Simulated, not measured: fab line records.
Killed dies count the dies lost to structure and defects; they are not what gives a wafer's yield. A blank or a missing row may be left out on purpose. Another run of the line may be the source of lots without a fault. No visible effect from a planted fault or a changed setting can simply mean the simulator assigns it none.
Split-lot experiment || flow n5 finfet || route with 1938 steps; 7 lots, 39 wafers read

== ON THE SPLIT ==
At N5_BEOL_M9_ETCH_62 (etches SOC in N2/H2, target depth 110 nm, overetch 22 nm, time 165 s), the setting target depth a was moved away from the recipe's 1100 angstrom on 9 of the 39 wafers read, by +36.6% to +59.1%. The other wafers ran this setting at the recipe's value.

== FROM THE SPLIT TO THE READING: what the file shows between them, 4 steps ==
- N5_BEOL_M9_STRIP_68: strips in N2/H2
- N5_BEOL_M9_STRIP_67: strips in CF4
- N5_BEOL_M9_HM_OPEN_17: chemistry Cl2/BCl3, target TiN, target depth 20 nm, overetch 6 nm
- N5_BEOL_M9_STRIP_19: strips in O2

== THE READING ==
cd nm, in nm, at N5_BEOL_M9_CD_MEAS_18 (pitch 140 nm, target cd 70 nm). On this fab line, fault-free wafers typically give 70.1 nm with a standard deviation of 0.57 nm.

{"wafer": "L074.1", "tool, chamber at the split": "rie diel-06, 3", "target depth a as run, angstrom": 1718, "against the recipe": "+56.2%", "cd nm, nm": 72.5, "against lot-mates on the recipe": "+2.2"}
{"wafer": "L074.2", "tool, chamber at the split": "rie diel-06, 2", "target depth a as run, angstrom": 1718, "against the recipe": "+56.2%", "cd nm, nm": 71.9, "against lot-mates on the recipe": "+1.6"}
{"wafer": "L074.3", "tool, chamber at the split": "rie diel-06, 0", "target depth a as run, angstrom": 1100, "against the recipe": "recipe", "cd nm, nm": 70.1, "against lot-mates on the recipe": "-"}
{"wafer": "L074.4", "tool, chamber at the split": "rie diel-06, 1", "target depth a as run, angstrom": 1100, "against the recipe": "recipe", "cd nm, nm": 70.0, "against lot-mates on the recipe": "-"}
{"wafer": "L074.5", "tool, chamber at the split": "rie diel-06, 0", "target depth a as run, angstrom": 1100, "against the recipe": "recipe", "cd nm, nm": 70.7, "against lot-mates on the recipe": "-"}
{"wafer": "L074.6", "tool, chamber at the split": "rie diel-06, 1", "target depth a as run, angstrom": 1718, "against the recipe": "+56.2%", "cd nm, nm": 71.9, "against lot-mates on the recipe": "+1.6"}
{"wafer": "L078.1", "tool, chamber at the split": "rie diel-06, 0", "target depth a as run, angstrom": 1100, "against the recipe": "recipe", "cd nm, nm": 70.7, "against lot-mates on the recipe": "-"}
{"wafer": "L078.2", "tool, chamber at the split": "rie diel-06, 1", "target depth a as run, angstrom": 1100, "against the recipe": "recipe", "cd nm, nm": 70.2, "against lot-mates on the recipe": "-"}
{"wafer": "L078.3", "tool, chamber at the split": "rie diel-06, 3", "target depth a as run, angstrom": 1503, "against the recipe": "+36.6%", "cd nm, nm": 71.7, "against lot-mates on the recipe": "+1.1"}
{"wafer": "L078.4", "tool, chamber at the split": "rie diel-06, 0", "target depth a as run, angstrom": 1100, "against the recipe": "recipe", "cd nm, nm": 70.8, "against lot-mates on the recipe": "-"}
{"wafer": "L078.5", "tool, chamber at the split": "rie diel-06, 3", "target depth a as run, angstrom": 1503, "against the recipe": "+36.6%", "cd nm, nm": 71.5, "against lot-mates on the recipe": "+0.9"}
{"wafer": "L078.6", "tool, chamber at the split": "rie diel-06, 1", "target depth a as run, angstrom": 1503, "against the recipe": "+36.6%", "cd nm, nm": 71.0, "against lot-mates on the recipe": "+0.4"}
{"wafer": "L087.1", "tool, chamber at the split": "rie diel-02, 0", "target depth a as run, angstrom": 1100, "against the recipe": "recipe", "cd nm, nm": 69.4, "against lot-mates on the recipe": "-"}
{"wafer": "L087.2", "tool, chamber at the split": "rie diel-02, 3", "target depth a as run, angstrom": 1100, "against the recipe": "recipe", "cd nm, nm": 69.2, "against lot-mates on the recipe": "-"}
{"wafer": "L087.3", "tool, chamber at the split": "rie diel-02, 1", "target depth a as run, angstrom": 1100, "against the recipe": "recipe", "cd nm, nm": 69.4, "against lot-mates on the recipe": "-"}
{"wafer": "L087.4", "tool, chamber at the split": "rie diel-02, 2,0", "target depth a as run, angstrom": 1100, "against the recipe": "recipe", "cd nm, nm": 69.5, "against lot-mates on the recipe": "-"}
{"wafer": "L087.5", "tool, chamber at the split": "rie diel-02, 2,0", "target depth a as run, angstrom": 1100, "against the recipe": "recipe", "cd nm, nm": 69.2, "against lot-mates on the recipe": "-"}
{"wafer": "L087.6", "tool, chamber at the split": "rie diel-02, 3", "target depth a as run, angstrom": 1100, "against the recipe": "recipe", "cd nm, nm": 69.0, "against lot-mates on the recipe": "-"}
{"wafer": "L090.1", "tool, chamber at the split": "rie diel-05, 0", "target depth a as run, angstrom": 1100, "against the recipe": "recipe", "cd nm, nm": 70.2, "against lot-mates on the recipe": "-"}
{"wafer": "L090.2", "tool, chamber at the split": "rie diel-05, 1,0", "target depth a as run, angstrom": 1100, "against the recipe": "recipe", "cd nm, nm": 70.3, "against lot-mates on the recipe": "-"}
{"wafer": "L090.6", "tool, chamber at the split": "rie diel-05, 1,0", "target depth a as run, angstrom": 1100, "against the recipe": "recipe", "cd nm, nm": 70.1, "against lot-mates on the recipe": "-"}
{"wafer": "L091.1", "tool, chamber at the split": "rie diel-02, 0", "target depth a as run, angstrom": 1100, "against the recipe": "recipe", "cd nm, nm": 69.8, "against lot-mates on the recipe": "-"}
{"wafer": "L091.2", "tool, chamber at the split": "rie diel-02, 1", "target depth a as run, angstrom": 1100, "against the recipe": "recipe", "cd nm, nm": 69.6, "against lot-mates on the recipe": "-"}
{"wafer": "L091.3", "tool, chamber at the split": "rie diel-02, 3", "target depth a as run, angstrom": 1100, "against the recipe": "recipe", "cd nm, nm": 69.5, "against lot-mates on the recipe": "-"}
{"wafer": "L091.4", "tool, chamber at the split": "rie diel-02, 1", "target depth a as run, angstrom": 1100, "against the recipe": "recipe", "cd nm, nm": 69.2, "against lot-mates on the recipe": "-"}
{"wafer": "L091.5", "tool, chamber at the split": "rie diel-02, 0", "target depth a as run, angstrom": 1100, "against the recipe": "recipe", "cd nm, nm": 70.2, "against lot-mates on the recipe": "-"}
{"wafer": "L091.6", "tool, chamber at the split": "rie diel-02, 3", "target depth a as run, angstrom": 1100, "against the recipe": "recipe", "cd nm, nm": 69.5, "against lot-mates on the recipe": "-"}
{"wafer": "L093.1", "tool, chamber at the split": "rie diel-02, 3", "target depth a as run, angstrom": 1750, "against the recipe": "+59.1%", "cd nm, nm": 71.9, "against lot-mates on the recipe": "+1.6"}
{"wafer": "L093.2", "tool, chamber at the split": "rie diel-02, 1", "target depth a as run, angstrom": 1100, "against the recipe": "recipe", "cd nm, nm": 69.6, "against lot-mates on the recipe": "-"}
{"wafer": "L093.3", "tool, chamber at the split": "rie diel-02, 0", "target depth a as run, angstrom": 1750, "against the recipe": "+59.1%", "cd nm, nm": 72.0, "against lot-mates on the recipe": "+1.7"}
{"wafer": "L093.4", "tool, chamber at the split": "rie diel-02, 1", "target depth a as run, angstrom": 1100, "against the recipe": "recipe", "cd nm, nm": 70.7, "against lot-mates on the recipe": "-"}
{"wafer": "L093.5", "tool, chamber at the split": "rie diel-02, 3", "target depth a as run, angstrom": 1750, "against the recipe": "+59.1%", "cd nm, nm": 72.5, "against lot-mates on the recipe": "+2.2"}
{"wafer": "L093.6", "tool, chamber at the split": "rie diel-02, 0", "target depth a as run, angstrom": 1100, "against the recipe": "recipe", "cd nm, nm": 70.6, "against lot-mates on the recipe": "-"}
{"wafer": "L095.1", "tool, chamber at the split": "rie diel-05, 3", "target depth a as run, angstrom": 1100, "against the recipe": "recipe", "cd nm, nm": 70.8, "against lot-mates on the recipe": "-"}
{"wafer": "L095.2", "tool, chamber at the split": "rie diel-05, 1", "target depth a as run, angstrom": 1100, "against the recipe": "recipe", "cd nm, nm": 70.0, "against lot-mates on the recipe": "-"}
{"wafer": "L095.3", "tool, chamber at the split": "rie diel-05, 2", "target depth a as run, angstrom": 1100, "against the recipe": "recipe", "cd nm, nm": 70.6, "against lot-mates on the recipe": "-"}
{"wafer": "L095.4", "tool, chamber at the split": "rie diel-05, 0", "target depth a as run, angstrom": 1100, "against the recipe": "recipe", "cd nm, nm": 70.0, "against lot-mates on the recipe": "-"}
{"wafer": "L095.5", "tool, chamber at the split": "rie diel-05, 3", "target depth a as run, angstrom": 1100, "against the recipe": "recipe", "cd nm, nm": 70.5, "against lot-mates on the recipe": "-"}
{"wafer": "L095.6", "tool, chamber at the split": "rie diel-05, 0", "target depth a as run, angstrom": 1100, "against the recipe": "recipe", "cd nm, nm": 69.9, "against lot-mates on the recipe": "-"}
Where a row lists several chambers, the file gives one row for several wafers and doesn't say which wafer went through which chamber.

FIT RESULTS
A straight line over all 39 wafers: cd nm changes by +0.0374 nm for each +1% of target depth a; r = +0.86; the points scatter about the line by 0.5 nm.
The same after taking each lot's own level away (the mean of its wafers on the recipe; 39 wafers): +0.0305 nm for each +1%; r = +0.91; scatter 0.32 nm.
According to that fit, moving target depth a by its largest amount changes the reading by 1.8 nm.
The lots' own levels span 69.28 to 70.57 nm, that is 2.3 times the standard deviation above.
Hence the slope depends on the lot-to-lot level, as the two fits are not the same.
Check: +1.82 nm against its lot-mates is what the line predicts for one of the wafers moved furthest among these (+59.1%) when that wafer is left out of the fit. It came out at +1.6 nm against them.

== THE WHOLE CHAIN: every reading that the file lists as answering this split, in the file's order ==
{"step": "N5_BEOL_M9_ETCH_62", "what it does": "etches SOC in N2/H2, target depth 110 nm, overetch 22 nm, time 165 s", "reading": "SiARC_of_BEOL_M9_COAT_60.thk nm (the simulator's own value, which no gauge read)", "change (the file's fit)": "-0.0527 nm for each +1% of the setting", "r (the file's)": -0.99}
{"step": "N5_BEOL_M9_ETCH_62", "what it does": "etches SOC in N2/H2, target depth 110 nm, overetch 22 nm, time 165 s", "reading": "BEOL_M9.cd offset nm (the simulator's own value, which no gauge read)", "change (the file's fit)": "+0.0254 nm for each +1% of the setting", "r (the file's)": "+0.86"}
{"step": "N5_BEOL_M9_HM_OPEN_17", "what it does": "chemistry Cl2/BCl3, target TiN, target depth 20 nm, overetch 6 nm", "reading": "etch.depth nm (the simulator's own value, which no gauge read)", "change (the file's fit)": "-0.131 nm for each +1% of the setting", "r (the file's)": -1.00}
{"step": "N5_BEOL_M9_CD_MEAS_18", "what it does": "pitch 140 nm, target cd 70 nm", "reading": "cd nm", "change (the file's fit)": "+0.0309 nm for each +1% of the setting", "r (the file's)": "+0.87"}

== THE FILE'S OWN FIT ==
cd nm changes by +0.0309 nm for each +1% of target depth a, r = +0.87.
